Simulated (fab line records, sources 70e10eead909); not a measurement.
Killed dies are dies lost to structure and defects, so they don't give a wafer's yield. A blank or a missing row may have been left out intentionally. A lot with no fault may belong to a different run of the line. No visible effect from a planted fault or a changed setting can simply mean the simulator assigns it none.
Matching of chambers ; flow nand-harc ; 4 sister chambers for NHARC_A_CHANNEL_FILL_D1_ALD_14 on ald-hk-02
The step deposits SiO2, target thk 2.5 nm, pulse time 10 s, ald cycles 25. 4 wafers are shown with their chamber, then 7 later ones without.

== WAFERS, EACH WITH ITS CHAMBER ==
wafer;chamber;heater-power-w (W)
L761.1;3;486
L761.6;2;619
L764.3;0;409
L764.4;1;440

== WAFERS WITH NO CHAMBER GIVEN ==
wafer;heater-power-w (W)
L764.5;417
L766.4;488
L766.5;440
L766.6;415
L767.1;441
L767.2;494
L767.5;628

== THE CHAMBER EACH PASSED THROUGH ==
wafer;from the rows above;in truth
L764.5;0;0
L766.4;3;3
L766.5;1;1
L766.6;0;0
L767.1;1;1
L767.2;3;3
L767.5;2;2
Correctly placed: 7 of 7. Not placeable from these rows: 0. Wrongly placed: 0.
How it was worked out, from the rows above alone: a wafer's distance from a chamber is the root of the sum, over the readings, of the square of ((its reading less the chamber's mean) divided by the reading's scatter). If the next closest chamber is less than 2 further off than the closest, the wafer can't be placed; otherwise it belongs to the closest. A chamber's mean is the mean of its shown wafers. The scatter: root of mean squared gap, hidden wafer to nearest shown wafer, with one shown wafer a chamber.
